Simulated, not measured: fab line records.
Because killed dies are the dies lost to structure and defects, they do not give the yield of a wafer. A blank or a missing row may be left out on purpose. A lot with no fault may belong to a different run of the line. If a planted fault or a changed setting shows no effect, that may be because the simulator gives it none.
Split-lot trial -- flow n5-finfet -- 7 lots, 21 wafers read, on a route of 1938 steps

SPLIT DETAILS
At N5_BEOL_M11_ETCH_62 (etches SOC in N2/H2, target depth 110 nm, overetch 22 nm, time 165 s), the setting time-s was moved away from the recipe's 165 s on 6 of the 21 wafers read, by -16.9% to +11.8%. For the rest of the wafers, this setting stayed at what the recipe calls for.

The reading comes from the split's own step.

THE READING
SiARC_of_BEOL_M11_COAT_60.thk-nm (the simulator's own value, which no gauge read), in nm, at N5_BEOL_M11_ETCH_62 (etches SOC in N2/H2, target depth 110 nm, overetch 22 nm, time 165 s). The file does not state a usual value for it. Here, 15 wafers ran the recipe; their average is 23.7 nm with a standard deviation of 0.27 nm.

wafer,"tool, chamber at the split","time-s as run, s",against the recipe,"SiARC_of_BEOL_M11_COAT_60.thk-nm, nm",against lot-mates on the recipe
L079.4,"rie-diel-03, 0",165,recipe,24.2,-
L079.5,"rie-diel-03, 0,1",165,recipe,24,-
L079.6,"rie-diel-03, 0,1",165,recipe,24,-
L080.3,"rie-diel-02, 1",165,recipe,23.4,-
L080.4,"rie-diel-02, 2",165,recipe,23.8,-
L080.5,"rie-diel-02, 1",184.5,+11.8%,22.6,-1.0
L081.1,"rie-diel-03, 2",165,recipe,23.8,-
L081.2,"rie-diel-03, 0,3",165,recipe,24,-
L081.4,"rie-diel-03, 0,3",165,recipe,24,-
L085.2,"rie-diel-02, 2",165,recipe,23.8,-
L085.5,"rie-diel-02, 3",137.1,-16.9%,24.4,+0.6
L085.6,"rie-diel-02, 0",137.1,-16.9%,24.6,+0.8
L084.2,"rie-diel-06, 0",144.6,-12.4%,24.2,+0.8
L084.3,"rie-diel-06, 3,2",165,recipe,23.4,-
L084.5,"rie-diel-06, 3,2",165,recipe,23.4,-
L090.1,"rie-diel-06, 2",165,recipe,23.4,-
L090.2,"rie-diel-06, 0,2",165,recipe,23.6,-
L090.5,"rie-diel-06, 0,2",165,recipe,23.6,-
L092.1,"rie-diel-06, 2",184.4,+11.8%,22.6,-0.8
L092.3,"rie-diel-06, 3",184.4,+11.8%,22.8,-0.6
L092.5,"rie-diel-06, 2",165,recipe,23.4,-
If several chambers appear in one row, that row covers several wafers at once and the file leaves open which wafer was in which chamber.

FIT RESULTS
A straight line over all 21 wafers: SiARC_of_BEOL_M11_COAT_60.thk-nm changes by -0.0618 nm for each +1% of time-s; r = -0.86; the points scatter about the line by 0.28 nm.
The same after taking each lot's own level away (the mean of its wafers on the recipe; 21 wafers): -0.0546 nm for each +1%; r = -0.94; scatter 0.15 nm.
Per that fit: largest time-s move, reading shift of 0.92 nm.
The span of the lots' own levels, 23.40 to 24.07 nm, comes to 2.5 times the standard deviation stated above.
Hence the slope depends on the lot-to-lot level, as the two fits are not the same.
Check: +0.998 nm against its lot-mates is what the line predicts for one of the wafers moved furthest among these (-16.9%) when that wafer is left out of the fit. Against them it came out at +0.6 nm.

OTHER SPLITS APPLIED TO THESE WAFERS
These wafers also went through other splits before the reading. Each is held against what the fit with the lots' levels taken away leaves over:
other split on the same wafers,wafers away from the commonest value,r with SiARC_of_BEOL_M11_COAT_60.thk-nm (lot level and that fit taken away)
N5_BEOL_M7_VIA_ETCH_34 source-w,8,+0.37
N5_BEOL_M7_TRENCH_ETCH_37 bias-w,6,-0.38
N5_BEOL_M8_ETCH_65 source-w,8,-0.12
N5_BEOL_M9_EXPOSE_25 dose-mj,9,-0.23
N5_BEOL_M9_ETCH_66 time-s,7,-0.02
N5_BEOL_M10_TRENCH_ETCH_37 source-w,9,+0.29
N5_BEOL_M10_ALD_74 ald-cycles,9,-0.48

FILE'S OWN FIT
SiARC_of_BEOL_M11_COAT_60.thk-nm changes by -0.0583 nm for each +1% of time-s, r = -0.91.
